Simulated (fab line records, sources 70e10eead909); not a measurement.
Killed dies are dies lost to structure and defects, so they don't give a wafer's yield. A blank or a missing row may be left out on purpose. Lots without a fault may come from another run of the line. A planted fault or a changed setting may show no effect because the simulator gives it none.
Chamber matching | flow nand_harc | NHARC_A_STAIRCASE_STRIP_476 on rie_diel-13: 4 sister chambers
The step strips in O2, time 20 s. 16 wafers are shown with their chamber, then 8 later ones without.

WAFERS WITH THEIR CHAMBER
wafer  | chamber | showerhead_plenum_p_Torr (Torr) | drypump_motor_current_A (A) | rf_vpp_V (V)
L078.2 | 3       | 3.67                            | 5.1                         | 59.2
L078.4 | 1       | 3.55                            | 6.4                         | 58.3
L078.6 | 1       | 3.55                            | 6.5                         | 58.7
L081.3 | 2       | 3.63                            | 6.0                         | 57.7
L081.4 | 0       | 3.29                            | 6.1                         | 56.7
L081.6 | 3       | 3.67                            | 5.1                         | 58.1
L084.2 | 1       | 3.55                            | 6.4                         | 58.7
L084.3 | 0       | 3.29                            | 6.1                         | 56.6
L084.5 | 2       | 3.63                            | 6.0                         | 57.6
L083.4 | 2       | 3.63                            | 6.0                         | 57.2
L083.5 | 2       | 3.63                            | 6.0                         | 58.1
L083.6 | 3       | 3.67                            | 5.0                         | 58.4
L086.2 | 3       | 3.66                            | 5.1                         | 58.6
L086.3 | 1       | 3.54                            | 6.3                         | 58.0
L086.5 | 2       | 3.63                            | 6.0                         | 56.9
L090.3 | 2       | 3.62                            | 6.0                         | 58.6

SIGNATURES (means of the wafers above)
reading                  | chamber 0 | chamber 1 | chamber 2 | chamber 3 | scatter within a chamber
showerhead_plenum_p_Torr | 3.2900    | 3.5475    | 3.6283    | 3.6675    | 0.00441
drypump_motor_current_A  | 6.100     | 6.400     | 6.000     | 5.075     | 0.0479
rf_vpp_V                 | 56.650    | 58.425    | 57.683    | 58.575    | 0.489
Rule: a wafer's distance from a chamber is the root of the sum, over the readings, of the square of ((its reading less the chamber's mean) divided by the reading's scatter). The wafer belongs to the nearest chamber; if the next one is less than 2 further off, it can't be placed. The scatter: the root of (the sum of the squares of (reading less its chamber's mean) over the shown wafers, divided by (wafers less chambers)).

WAFERS WITHOUT THEIR CHAMBER
wafer  | showerhead_plenum_p_Torr (Torr) | drypump_motor_current_A (A) | rf_vpp_V (V)
L090.4 | 3.29                            | 6.2                         | 57.9
L090.5 | 3.66                            | 5.0                         | 59.1
L095.3 | 3.65                            | 5.0                         | 59.3
L095.4 | 3.28                            | 6.1                         | 57.8
L095.6 | 3.65                            | 5.0                         | 60.1
L095.1 | 3.61                            | 6.0                         | 58.3
L095.2 | 3.53                            | 6.4                         | 58.2
L095.5 | 3.28                            | 6.1                         | 57.0

WHICH CHAMBER EACH WENT THROUGH
wafer  | from the rows above | in truth
L090.4 | 0                   | 0
L090.5 | 3                   | 3
L095.3 | 3                   | 3
L095.4 | 0                   | 0
L095.6 | 3                   | 3
L095.1 | 2                   | 2
L095.2 | 1                   | 1
L095.5 | 0                   | 0
Placed correctly: 8 of 8. Can't be placed from these rows: 0. Placed wrongly: 0.
